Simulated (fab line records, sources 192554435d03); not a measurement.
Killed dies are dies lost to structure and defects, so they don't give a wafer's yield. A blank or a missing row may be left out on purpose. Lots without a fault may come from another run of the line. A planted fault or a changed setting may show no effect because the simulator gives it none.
Chamber matching | flow n5_finfet | N5_BEOL_M0_SAQP_HM_DEP_111 on pecvd-02: 3 sister chambers
The step deposits SiO2 from SiH4/N2O, target thk 12 nm, time 7.2 s. 3 wafers are shown with their chamber, then 12 later ones without.

WAFERS WITH THEIR CHAMBER
wafer  | chamber | showerhead_plenum_p_Torr (Torr)
L092.1 | 1       | 8.29
L092.2 | 2       | 8.32
L092.3 | 0       | 8.03

WAFERS WITHOUT THEIR CHAMBER
wafer  | showerhead_plenum_p_Torr (Torr)
L093.1 | 8.03
L093.4 | 8.31
L093.5 | 8.31
L094.2 | 8.03
L094.4 | 8.31
L094.5 | 8.30
L095.2 | 8.31
L095.3 | 8.01
L095.4 | 8.01
L096.2 | 8.28
L096.3 | 8.32
L096.6 | 8.03

WHICH CHAMBER EACH WENT THROUGH
wafer  | from the rows above     | in truth
L093.1 | 0                       | 0
L093.4 | can't be placed: 2 or 1 | 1
L093.5 | can't be placed: 2 or 1 | 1
L094.2 | 0                       | 0
L094.4 | can't be placed: 2 or 1 | 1
L094.5 | can't be placed: 1 or 2 | 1
L095.2 | can't be placed: 2 or 1 | 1
L095.3 | 0                       | 0
L095.4 | 0                       | 0
L096.2 | 1                       | 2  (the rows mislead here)
L096.3 | 2                       | 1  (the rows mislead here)
L096.6 | 0                       | 0
Placed correctly: 5 of 12. Can't be placed from these rows: 5 (the true chamber is among the candidates in 5). Placed wrongly: 2.
How it was worked out, from the rows above alone: a wafer's distance from a chamber is the root of the sum, over the readings, of the square of ((its reading less the chamber's mean) divided by the reading's scatter). The wafer belongs to the nearest chamber; if the next one is less than 2 further off, it can't be placed. A chamber's mean is the mean of its shown wafers. The scatter: with one shown wafer a chamber, the root of the mean of the squares of how far each hidden wafer lies from its nearest shown one.
